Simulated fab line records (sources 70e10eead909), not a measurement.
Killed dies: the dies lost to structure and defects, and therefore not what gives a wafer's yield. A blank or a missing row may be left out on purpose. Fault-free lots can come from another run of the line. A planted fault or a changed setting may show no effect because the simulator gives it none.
Which tool was responsible? | flow nand_harc | 15 lots, 45 wafers sampled, at 3 steps of a route of 1302

## WHAT THE GAUGES SHOWED, per wafer
NHARC_P_M2_CD_MEAS_16. Usual: cd_nm reads 170.0 nm (standard deviation 0.53).
lot  | measured     | on        | cd_nm (nm)        | flag
L398 | day 5 15:32  | cd_sem-02 | 170.3 169.9 169.3 |
L399 | day 6 08:43  | cd_sem-01 | 169.6 169.4 169.5 |
L400 | day 6 10:09  | cd_sem-01 | 170.4 170.6 169.9 |
L401 | day 6 23:55  | cd_sem-03 | 170.6 169.1 170.9 |
L402 | day 7 19:07  | cd_sem-03 | 169.2 168.9 169.4 |
L403 | day 7 22:11  | cd_sem-02 | 169.2 169.3 169.6 |
L404 | day 8 15:46  | cd_sem-02 | 170.5 169.7 169.4 |
L407 | day 9 09:05  | cd_sem-02 | 170.9 170.4 170.9 |
L406 | day 9 10:24  | cd_sem-02 | 169.9 169.4 169.2 |
L411 | day 11 11:28 | cd_sem-03 | 169.8 171.1 170.1 |
L412 | day 11 13:39 | cd_sem-01 | 169.4 169.7 169.7 |
L415 | day 13 01:21 | cd_sem-03 | 169.5 170.2 169.2 |
L416 | day 13 06:38 | cd_sem-03 | 169.7 170.9 169.1 |
L418 | day 14 01:47 | cd_sem-02 | 170.4 170.3 170.0 |
L419 | day 14 14:26 | cd_sem-03 | 170.7 169.5 170.9 |

NHARC_P_M2_THK_MEAS_24: measures by xrf. Usual: thk_nm reads 144.1 nm (standard deviation 1.5).
lot  | measured     | on            | thk_nm (nm)       | flag
L398 | day 5 17:38  | film_metro-02 | 143.2 144.6 143.7 |
L399 | day 6 10:51  | film_metro-01 | 143.6 141.5 142.2 |
L400 | day 6 12:15  | film_metro-02 | 143.1 142.8 143.3 |
L401 | day 7 02:02  | film_metro-01 | 142.9 142.6 142.7 |
L402 | day 7 21:13  | film_metro-01 | 143.1 144.1 144.0 |
L403 | day 8 00:19  | film_metro-01 | 143.8 145.7 145.5 |
L404 | day 8 17:52  | film_metro-01 | 147.8 144.2 145.3 |
L407 | day 9 11:11  | film_metro-02 | 143.8 144.0 144.4 |
L406 | day 9 12:30  | film_metro-01 | 144.4 144.2 142.7 |
L411 | day 11 13:52 | film_metro-02 | 143.5 144.0 142.3 |
L412 | day 11 15:50 | film_metro-02 | 142.9 145.0 144.3 |
L415 | day 13 03:28 | film_metro-02 | 143.0 142.5 141.2 |
L416 | day 13 08:45 | film_metro-01 | 145.4 142.9 144.6 |
L418 | day 14 03:58 | film_metro-02 | 145.9 142.7 142.7 |
L419 | day 14 16:34 | film_metro-02 | 143.4 142.7 144.2 |

## TOOL THAT RAN EACH LOT (tool first, then ch and the chambers of the sampled wafers, then the start)
lot  | NHARC_P_M2_DEGAS_29
L398 | pvd_sputter-02, day 5 16:14
L399 | pvd_sputter-02, day 6 09:26
L400 | pvd_sputter-02, day 6 10:52
L401 | pvd_sputter-02, day 7 00:38
L402 | pvd_sputter-02, day 7 19:49
L403 | pvd_sputter-03, day 7 22:54
L404 | pvd_sputter-01, day 8 16:29
L407 | pvd_sputter-02, day 9 09:47
L406 | pvd_sputter-02, day 9 11:07
L411 | pvd_sputter-02, day 11 12:10
L412 | pvd_sputter-01, day 11 14:26
L415 | pvd_sputter-03, day 13 02:04
L416 | pvd_sputter-03, day 13 07:22
L418 | pvd_sputter-03, day 14 02:35
L419 | pvd_sputter-01, day 14 15:09
- NHARC_P_M2_DEGAS_29: time 60 s.

## WHAT THE TOOLS THEMSELVES READ (means of the sampled wafers that have a number; where no wafer has one, the mark that the record gives instead)
NHARC_P_M2_DEGAS_29. Usual: heater_power_w reads 323 W (standard deviation 35).
lot  | tool           | heater_power_w (W) | flag
L398 | pvd_sputter-02 | 318                |
L399 | pvd_sputter-02 | 324                |
L400 | pvd_sputter-02 | 308                |
L401 | pvd_sputter-02 | 331                |
L402 | pvd_sputter-02 | 330                |
L403 | pvd_sputter-03 | 338                |
L404 | pvd_sputter-01 | 324                |
L407 | pvd_sputter-02 | 319                |
L406 | pvd_sputter-02 | 318                |
L411 | pvd_sputter-02 | 316                |
L412 | pvd_sputter-01 | 296                |
L415 | pvd_sputter-03 | 350                |
L416 | pvd_sputter-03 | 346                |
L418 | pvd_sputter-03 | 343                |
L419 | pvd_sputter-01 | 315                |

## THE ANSWER, worked out from the rows above alone
Rule: a lot is off if the mean of its wafers that have a number lies more than 3 standard deviations from the usual mean. Also off: a lot with no number at a reading for which 4 or more lots have one. All remaining lots with rows at the step are treated as sound. Order of review: gauges by route order, followed by the tools' own readings, for which a lot's mean as printed above is used. At the first step where some lot is off, the reading lying furthest off is the one used; lots without a number count as furthest.
No lot is off on any of the readings shown, so nothing can be concluded from this.

## WHAT WAS PUT IN BY THE SIMULATOR
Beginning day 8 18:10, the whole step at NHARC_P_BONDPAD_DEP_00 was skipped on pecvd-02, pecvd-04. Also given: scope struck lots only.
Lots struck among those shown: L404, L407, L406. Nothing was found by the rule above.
